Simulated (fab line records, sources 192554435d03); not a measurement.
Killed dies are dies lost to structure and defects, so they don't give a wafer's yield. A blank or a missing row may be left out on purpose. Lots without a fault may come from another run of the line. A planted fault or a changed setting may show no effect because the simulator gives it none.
Which tool did it? | flow n5_finfet | 24 lots, 72 wafers sampled, at 6 steps of a route of 1938

WHAT THE GAUGES READ, wafer by wafer
N5_BEOL_M4_THK_MEAS_53: measures by xrf.
lot  | measured     | on            | M4_THK (nm)
L074 | day 7 18:26  | film_metro-02 | 40.7 40.0 40.7
L075 | day 7 23:31  | film_metro-02 | 37.2 36.6 38.4
L076 | day 8 10:49  | film_metro-01 | 38.8 37.5 38.9
L077 | day 8 12:53  | film_metro-01 | 37.8 37.9 37.0
L078 | day 8 22:47  | film_metro-02 | 38.6 39.0 39.5
L079 | day 9 01:47  | film_metro-01 | 37.1 37.8 37.8
L080 | day 9 07:58  | film_metro-01 | 41.8 41.9 42.0
L081 | day 9 17:08  | film_metro-01 | 37.1 38.1 39.1
L082 | day 10 01:36 | film_metro-02 | 39.8 40.1 40.3
L083 | day 10 02:35 | film_metro-01 | 40.6 41.1 40.8
L084 | day 10 10:50 | film_metro-01 | 39.4 41.6 40.6
L085 | day 10 20:37 | film_metro-01 | 40.6 41.1 38.0
L086 | day 10 23:41 | film_metro-01 | 41.4 38.7 39.6
L087 | day 11 00:49 | film_metro-01 | 39.3 39.9 40.6
L089 | day 11 15:43 | film_metro-01 | 39.1 39.3 40.0
L088 | day 11 20:16 | film_metro-02 | 38.8 39.1 38.7
L090 | day 11 21:31 | film_metro-01 | 40.4 40.5 43.5
L093 | day 12 11:05 | film_metro-01 | 40.3 37.9 39.3
L091 | day 12 14:36 | film_metro-01 | 42.0 40.0 42.3
L092 | day 12 16:19 | film_metro-02 | 42.5 39.1 39.5
L094 | day 12 16:40 | film_metro-02 | 39.1 39.7 40.9
L095 | day 12 21:34 | film_metro-02 | 40.6 42.6 41.0
L096 | day 13 19:49 | film_metro-02 | 39.2 39.3 40.1
L097 | day 14 06:10 | film_metro-02 | 40.9 39.8 41.3

WHICH TOOL RAN EACH LOT (tool, then ch and the chambers of the sampled wafers, then the start)
lot  | N5_BEOL_M4_STRIP_19                | N5_BEOL_M4_DEGAS_44          | N5_BEOL_M4_ANNEAL_82         | N5_BEOL_M4_ANNEAL_87         | N5_BEOL_M4_ANNEAL_93
L074 | rie_diel-06 ch 1,2,3, day 7 10:22  | pvd_sputter-03, day 7 12:22  | pvd_sputter-02, day 7 13:43  | pvd_sputter-02, day 7 13:56  | pvd_sputter-02, day 7 14:35
L075 | rie_diel-01 ch 1,3, day 7 15:59    | pvd_sputter-01, day 7 17:26  | pvd_sputter-03, day 7 18:34  | pvd_sputter-03, day 7 18:47  | pvd_sputter-03, day 7 19:27
L076 | rie_diel-06 ch 0,1,3, day 8 00:40  | pvd_sputter-01, day 8 04:14  | pvd_sputter-03, day 8 05:20  | pvd_sputter-03, day 8 05:33  | pvd_sputter-03, day 8 06:13
L077 | rie_diel-06 ch 0,3, day 8 04:22    | pvd_sputter-03, day 8 06:39  | pvd_sputter-03, day 8 07:49  | pvd_sputter-03, day 8 08:02  | pvd_sputter-03, day 8 08:41
L078 | rie_diel-06 ch 0,1,3, day 8 15:32  | pvd_sputter-02, day 8 17:10  | pvd_sputter-03, day 8 18:15  | pvd_sputter-03, day 8 18:28  | pvd_sputter-03, day 8 19:08
L079 | rie_diel-05 ch 1,2, day 8 16:19    | pvd_sputter-03, day 8 19:46  | pvd_sputter-03, day 8 21:21  | pvd_sputter-03, day 8 21:34  | pvd_sputter-03, day 8 22:14
L080 | rie_diel-05 ch 0,1,2, day 8 23:35  | pvd_sputter-03, day 9 01:12  | pvd_sputter-03, day 9 02:34  | pvd_sputter-03, day 9 02:47  | pvd_sputter-03, day 9 03:26
L081 | rie_diel-01 ch 1,2,3, day 9 08:37  | pvd_sputter-02, day 9 12:20  | pvd_sputter-01, day 9 13:24  | pvd_sputter-01, day 9 13:37  | pvd_sputter-01, day 9 14:17
L082 | rie_diel-01 ch 0,1,3, day 9 16:11  | pvd_sputter-02, day 9 18:11  | pvd_sputter-02, day 9 19:38  | pvd_sputter-02, day 9 19:52  | pvd_sputter-02, day 9 20:31
L083 | rie_diel-01 ch 1,2,3, day 9 17:39  | pvd_sputter-03, day 9 19:25  | pvd_sputter-03, day 9 20:43  | pvd_sputter-03, day 9 20:56  | pvd_sputter-03, day 9 21:35
L084 | rie_diel-05 ch 0,2, day 10 04:49   | pvd_sputter-02, day 10 06:28 | pvd_sputter-01, day 10 07:32 | pvd_sputter-01, day 10 07:45 | pvd_sputter-01, day 10 08:25
L085 | rie_diel-06 ch 0,1, day 10 10:14   | pvd_sputter-03, day 10 15:41 | pvd_sputter-02, day 10 17:07 | pvd_sputter-02, day 10 17:20 | pvd_sputter-02, day 10 18:00
L086 | rie_diel-05 ch 0,1,3, day 10 15:14 | pvd_sputter-03, day 10 20:15 | pvd_sputter-02, day 10 21:39 | pvd_sputter-02, day 10 21:52 | pvd_sputter-02, day 10 22:32
L087 | rie_diel-06 ch 0,1,2, day 10 18:25 | pvd_sputter-02, day 10 20:43 | pvd_sputter-01, day 10 22:47 | pvd_sputter-01, day 10 23:01 | pvd_sputter-01, day 10 23:40
L089 | rie_diel-05 ch 0,1, day 11 01:44   | pvd_sputter-01, day 11 11:19 | pvd_sputter-02, day 11 13:31 | pvd_sputter-02, day 11 13:44 | pvd_sputter-02, day 11 14:24
L088 | rie_diel-05 ch 1,3, day 11 08:41   | pvd_sputter-01, day 11 15:35 | pvd_sputter-01, day 11 16:40 | pvd_sputter-01, day 11 16:53 | pvd_sputter-01, day 11 17:32
L090 | rie_diel-05 ch 1,2,3, day 11 08:44 | pvd_sputter-03, day 11 16:30 | pvd_sputter-03, day 11 17:58 | pvd_sputter-03, day 11 18:11 | pvd_sputter-03, day 11 18:51
L093 | rie_diel-01 ch 0,3, day 12 03:25   | pvd_sputter-01, day 12 07:53 | pvd_sputter-01, day 12 09:03 | pvd_sputter-01, day 12 09:16 | pvd_sputter-01, day 12 09:56
L091 | rie_diel-06 ch 0,3, day 12 05:38   | pvd_sputter-01, day 12 11:16 | pvd_sputter-02, day 12 12:25 | pvd_sputter-02, day 12 12:39 | pvd_sputter-02, day 12 13:24
L092 | rie_diel-01 ch 0,2,3, day 12 08:02 | pvd_sputter-01, day 12 11:27 | pvd_sputter-03, day 12 12:52 | pvd_sputter-03, day 12 14:30 | pvd_sputter-03, day 12 15:10
L094 | rie_diel-05 ch 0,1, day 12 08:10   | pvd_sputter-03, day 12 11:32 | pvd_sputter-02, day 12 14:29 | pvd_sputter-02, day 12 14:43 | pvd_sputter-02, day 12 15:28
L095 | rie_diel-05 ch 0,3, day 12 15:29   | pvd_sputter-01, day 12 18:25 | pvd_sputter-03, day 12 19:32 | pvd_sputter-03, day 12 19:45 | pvd_sputter-03, day 12 20:25
L096 | rie_diel-05 ch 2,3, day 13 03:47   | pvd_sputter-03, day 13 15:28 | pvd_sputter-02, day 13 17:48 | pvd_sputter-02, day 13 18:01 | pvd_sputter-02, day 13 18:41
L097 | rie_diel-06 ch 0,1, day 14 00:35   | pvd_sputter-02, day 14 02:55 | pvd_sputter-03, day 14 04:08 | pvd_sputter-03, day 14 04:22 | pvd_sputter-03, day 14 05:01
- N5_BEOL_M4_STRIP_19: strips in O2.
- N5_BEOL_M4_DEGAS_44: time 60 s.
- N5_BEOL_M4_ANNEAL_82: time 240 s.
- N5_BEOL_M4_ANNEAL_87: time 240 s.
- N5_BEOL_M4_ANNEAL_93: time 240 s.

WHAT THE TOOLS THEMSELVES READ (means of the sampled wafers that have a number; where no wafer has one, the mark that the record gives instead)
N5_BEOL_M4_STRIP_19.
lot  | tool        | chamber_pressure_mTorr (mTorr) | drypump_motor_current_A (A) | oes_product_au (a.u.) | rf_vpp_V (V) | showerhead_plenum_p_Torr (Torr) | throttle_valve_pct (%)
L074 | rie_diel-06 | 29.99                          | 5.9                         | 0.76                  | 3.4          | 2.16                            | 16.93
L075 | rie_diel-01 | 29.99                          | 5.5                         | 0.73                  | 4.0          | 2.06                            | 16.64
L076 | rie_diel-06 | 30.01                          | 5.6                         | 0.80                  | 3.9          | 2.20                            | 16.88
L077 | rie_diel-06 | 29.98                          | 5.1                         | 0.79                  | 3.9          | 2.20                            | 16.91
L078 | rie_diel-06 | 30.00                          | 5.6                         | 0.79                  | 3.5          | 2.20                            | 16.90
L079 | rie_diel-05 | 30.00                          | 5.9                         | 0.89                  | 4.0          | 2.10                            | 16.51
L080 | rie_diel-05 | 29.99                          | 5.7                         | 0.87                  | 3.6          | 2.07                            | 16.51
L081 | rie_diel-01 | 30.00                          | 5.5                         | 0.75                  | 3.7          | 2.04                            | 16.57
L082 | rie_diel-01 | 29.98                          | 5.7                         | 0.72                  | 3.5          | 2.06                            | 16.77
L083 | rie_diel-01 | 29.97                          | 5.4                         | 0.75                  | 3.7          | 2.04                            | 16.57
L084 | rie_diel-05 | 30.01                          | 5.6                         | 0.85                  | 3.1          | 2.03                            | 16.68
L085 | rie_diel-06 | 29.98                          | 5.3                         | 0.83                  | 3.2          | 2.22                            | 16.80
L086 | rie_diel-05 | 30.01                          | 5.5                         | 0.86                  | 3.6          | 2.13                            | 16.44
L087 | rie_diel-06 | 30.01                          | 5.6                         | 0.78                  | 3.9          | 2.17                            | 16.85
L089 | rie_diel-05 | 30.02                          | 5.9                         | 0.86                  | 3.9          | 2.10                            | 16.40
L088 | rie_diel-05 | 30.01                          | 5.3                         | 0.86                  | 3.6          | 2.19                            | 16.48
L090 | rie_diel-05 | 30.00                          | 5.6                         | 0.85                  | 3.8          | 2.13                            | 16.58
L093 | rie_diel-01 | 30.00                          | 5.7                         | 0.84                  | 3.7          | 2.03                            | 16.47
L091 | rie_diel-06 | 29.98                          | 5.1                         | 0.85                  | 3.5          | 2.19                            | 16.81
L092 | rie_diel-01 | 30.02                          | 5.6                         | 0.82                  | 3.8          | 2.03                            | 16.55
L094 | rie_diel-05 | 29.98                          | 5.9                         | 0.84                  | 3.7          | 2.10                            | 16.41
L095 | rie_diel-05 | 29.98                          | 5.2                         | 0.83                  | 3.5          | 2.15                            | 16.51
L096 | rie_diel-05 | 29.99                          | 5.2                         | 0.83                  | 3.4          | 2.14                            | 16.66
L097 | rie_diel-06 | 30.02                          | 5.3                         | 0.79                  | 3.9          | 2.20                            | 16.86

N5_BEOL_M4_DEGAS_44.
lot  | tool           | heater_power_w (W)
L074 | pvd_sputter-03 | 329
L075 | pvd_sputter-01 | 363
L076 | pvd_sputter-01 | 345
L077 | pvd_sputter-03 | 321
L078 | pvd_sputter-02 | 355
L079 | pvd_sputter-03 | 318
L080 | pvd_sputter-03 | 312
L081 | pvd_sputter-02 | 375
L082 | pvd_sputter-02 | 365
L083 | pvd_sputter-03 | 313
L084 | pvd_sputter-02 | 372
L085 | pvd_sputter-03 | 311
L086 | pvd_sputter-03 | 328
L087 | pvd_sputter-02 | 338
L089 | pvd_sputter-01 | 325
L088 | pvd_sputter-01 | 334
L090 | pvd_sputter-03 | 312
L093 | pvd_sputter-01 | 355
L091 | pvd_sputter-01 | 351
L092 | pvd_sputter-01 | 356
L094 | pvd_sputter-03 | 316
L095 | pvd_sputter-01 | 332
L096 | pvd_sputter-03 | 334
L097 | pvd_sputter-02 | 359

N5_BEOL_M4_ANNEAL_82.
lot  | tool           | heater_power_w (W)
L074 | pvd_sputter-02 | 812
L075 | pvd_sputter-03 | 816
L076 | pvd_sputter-03 | 831
L077 | pvd_sputter-03 | 780
L078 | pvd_sputter-03 | 758
L079 | pvd_sputter-03 | 821
L080 | pvd_sputter-03 | 815
L081 | pvd_sputter-01 | 891
L082 | pvd_sputter-02 | 821
L083 | pvd_sputter-03 | 831
L084 | pvd_sputter-01 | 868
L085 | pvd_sputter-02 | 875
L086 | pvd_sputter-02 | 920
L087 | pvd_sputter-01 | 872
L089 | pvd_sputter-02 | 908
L088 | pvd_sputter-01 | 903
L090 | pvd_sputter-03 | 786
L093 | pvd_sputter-01 | 877
L091 | pvd_sputter-02 | 863
L092 | pvd_sputter-03 | 787
L094 | pvd_sputter-02 | 862
L095 | pvd_sputter-03 | 798
L096 | pvd_sputter-02 | 864
L097 | pvd_sputter-03 | 826

N5_BEOL_M4_ANNEAL_87.
lot  | tool           | heater_power_w (W)
L074 | pvd_sputter-02 | 822
L075 | pvd_sputter-03 | 832
L076 | pvd_sputter-03 | 817
L077 | pvd_sputter-03 | 792
L078 | pvd_sputter-03 | 760
L079 | pvd_sputter-03 | 830
L080 | pvd_sputter-03 | 833
L081 | pvd_sputter-01 | 882
L082 | pvd_sputter-02 | 831
L083 | pvd_sputter-03 | 827
L084 | pvd_sputter-01 | 882
L085 | pvd_sputter-02 | 870
L086 | pvd_sputter-02 | 935
L087 | pvd_sputter-01 | 876
L089 | pvd_sputter-02 | 914
L088 | pvd_sputter-01 | 899
L090 | pvd_sputter-03 | 788
L093 | pvd_sputter-01 | 877
L091 | pvd_sputter-02 | 847
L092 | pvd_sputter-03 | 793
L094 | pvd_sputter-02 | 852
L095 | pvd_sputter-03 | 791
L096 | pvd_sputter-02 | 860
L097 | pvd_sputter-03 | 807

N5_BEOL_M4_ANNEAL_93.
lot  | tool           | heater_power_w (W)
L074 | pvd_sputter-02 | 826
L075 | pvd_sputter-03 | 830
L076 | pvd_sputter-03 | 828
L077 | pvd_sputter-03 | 796
L078 | pvd_sputter-03 | 751
L079 | pvd_sputter-03 | 819
L080 | pvd_sputter-03 | 816
L081 | pvd_sputter-01 | 884
L082 | pvd_sputter-02 | 842
L083 | pvd_sputter-03 | 822
L084 | pvd_sputter-01 | 866
L085 | pvd_sputter-02 | 863
L086 | pvd_sputter-02 | 925
L087 | pvd_sputter-01 | 861
L089 | pvd_sputter-02 | 904
L088 | pvd_sputter-01 | 904
L090 | pvd_sputter-03 | 783
L093 | pvd_sputter-01 | 869
L091 | pvd_sputter-02 | 856
L092 | pvd_sputter-03 | 798
L094 | pvd_sputter-02 | 869
L095 | pvd_sputter-03 | 794
L096 | pvd_sputter-02 | 865
L097 | pvd_sputter-03 | 825

THE ANSWER, worked out from the rows above alone
Rule: what is usual is taken from the lots themselves. Put in order of their means at a reading, lots are off if they are a third of the lots or fewer, leave a main group of 4 or more, and stand apart from it by a gap of 3 or more times the standard deviation of the main group's means; of several such gaps the widest counts. A main group whose means are all the same, to the digits that the tables above print for the reading, isn't used. A lot without any number at a reading at which 4 lots or more have one is off too. The other lots that the step has rows for count as sound. The gauges are gone through in route order, then the tools' own readings, and for those a lot's mean is taken as printed above. The first step at which some lot is off is used, and at that step the reading that is off furthest; a lot without a number counts as furthest.
No lot is off at any reading shown: from this, nothing can be told.

WHAT THE SIMULATOR HAD PUT IN
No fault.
